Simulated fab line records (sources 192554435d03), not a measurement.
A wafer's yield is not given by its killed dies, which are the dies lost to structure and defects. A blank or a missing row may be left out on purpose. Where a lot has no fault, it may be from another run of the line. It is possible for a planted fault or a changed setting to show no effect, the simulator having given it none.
8D (eight disciplines) problem report, filled in by code + flow n5-finfet + the parts of the form that need people (team, actions taken, sign-off) are left out

1. WHAT WENT WRONG
Mean of spin-speed-rpm at N5_SD_EPI_N_COAT_33: 1452.5 rpm across 6 wafers in 2 lots; on wafers with no fault it is 1499.9 rpm (standard deviation 1). Relative to the usual mean, that is a shift of -47 standard deviations.
The step: time 60 s, resist thk 35 nm.
First observed at day 5 05:51: wafer L827.1, on litho-track-03. The record has a number at this step for 27 wafers belonging to 9 lots. Rule for "out" (also "out of limits"): further than 4 standard deviations from the usual mean. All remaining wafers that have a number are taken as sound.

2. WHAT IT IS AND WHAT IT IS NOT
| question                    | is                     | is not                                                                          |
|-----------------------------|------------------------|---------------------------------------------------------------------------------|
| which readings at this step | spin-speed-rpm         | -                                                                               |
| which lots                  | L827, L829             | L818, L819, L821, L825, L828, L838, L839                                        |
| which wafers of those lots  | all that have a number | -                                                                               |
| read on which tools         | litho-track-03         | litho-track-01, litho-track-04                                                  |
| when                        | from day 5 05:51       | up to then (12 sound wafers); but 9 sound wafers of L828, L838, L839 came after |

3. THE SUSPECTS, EACH WITH WHAT RULES IT OUT
Counting: any tool at a process step up to the reading is kept as a suspect provided that every lot that is out went through it and no sound lot did after the first of them.
- litho-track-03 at N5_SD_EPI_N_COAT_33 (time 60 s, resist thk 35 nm): kept. It processed each lot that is out, first L827 at day 5 05:51, and no sound lot thereafter; up to then, the last sound lot it processed was L825 at day 4 21:46. Its own readings are out on those wafers: spin-speed-rpm.
After counting, what remains is litho-track-03 at N5_SD_EPI_N_COAT_33.

4. THE CAUSE (what the simulator had put in)
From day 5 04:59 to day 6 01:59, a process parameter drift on litho-track-03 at N5_SD_EPI_N_COAT_33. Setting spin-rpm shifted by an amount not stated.
Counting left only this tool.

5. THE EFFECT CHAIN, in route order
Rows list readings where the struck wafers' mean (over those with a number) sits beyond 3 standard deviations from the usual. Scope: only readings with a usual standard deviation given in the record; hours: median across lots of the time from each lot's start at the first step in this table that gives one to its start at this step; sigmas: change in usual standard deviations.
| hours | step                | reading        | usual      | on struck wafers | change | sigmas |
|-------|---------------------|----------------|------------|------------------|--------|--------|
| 0     | N5_SD_EPI_N_COAT_33 | spin-speed-rpm | 1499.9 rpm | 1452.5           | -47.4  | -47    |
Its process steps:
- N5_SD_EPI_N_COAT_33: time 60 s, resist thk 35 nm.
Later steps that measure or inspect, where all struck wafers having a row at the step show a number for every such reading and not one has moved that far: N5_BEOL_M4_RC_MEAS_101.

6. WHAT WOULD HAVE CAUGHT IT SOONER
In this record the first reading out of limits was taken at day 5 05:51, 1 hour after the fault began at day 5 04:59.
